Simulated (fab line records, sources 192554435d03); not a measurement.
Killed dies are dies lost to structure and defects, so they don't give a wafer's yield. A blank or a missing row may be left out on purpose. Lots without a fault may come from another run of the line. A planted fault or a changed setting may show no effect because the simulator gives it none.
Chamber matching | flow n5_finfet | N5_FIN_SAQP_ETCH_65 on rie_si-03: 4 sister chambers
The step etches SiO2 in CF4, target depth 4 nm, time 4.4 s. 7 wafers are shown with their chamber, then 8 later ones without.

WAFERS WITH THEIR CHAMBER
wafer  | chamber | throttle_valve_pct (%) | oes_product_au (a.u.)
L075.3 | 2       | 21.21                  | 0.998
L089.2 | 1       | 21.98                  | 1.035
L089.6 | 2       | 21.20                  | 0.998
L092.1 | 0       | 21.89                  | 1.050
L092.4 | 3       | 21.78                  | 0.956
L092.6 | 0       | 21.90                  | 1.060
L093.1 | 1       | 21.95                  | 1.019

WAFERS WITHOUT THEIR CHAMBER
wafer  | throttle_valve_pct (%) | oes_product_au (a.u.)
L093.3 | 21.91                  | 1.061
L093.5 | 21.18                  | 1.003
L094.1 | 21.78                  | 0.961
L094.2 | 21.22                  | 0.997
L094.5 | 21.80                  | 0.964
L095.2 | 21.79                  | 0.958
L095.3 | 21.20                  | 1.000
L095.5 | 21.91                  | 1.063

WHICH CHAMBER EACH WENT THROUGH
wafer  | from the rows above | in truth
L093.3 | 0                   | 0
L093.5 | 2                   | 2
L094.1 | 3                   | 3
L094.2 | 2                   | 2
L094.5 | 3                   | 3
L095.2 | 3                   | 3
L095.3 | 2                   | 2
L095.5 | 0                   | 0
Placed correctly: 8 of 8. Can't be placed from these rows: 0. Placed wrongly: 0.
How it was worked out, from the rows above alone: a wafer's distance from a chamber is the root of the sum, over the readings, of the square of ((its reading less the chamber's mean) divided by the reading's scatter). The wafer belongs to the nearest chamber; if the next one is less than 2 further off, it can't be placed. A chamber's mean is the mean of its shown wafers. The scatter: the root of (the sum of the squares of (reading less its chamber's mean) over the shown wafers, divided by (wafers less chambers)).
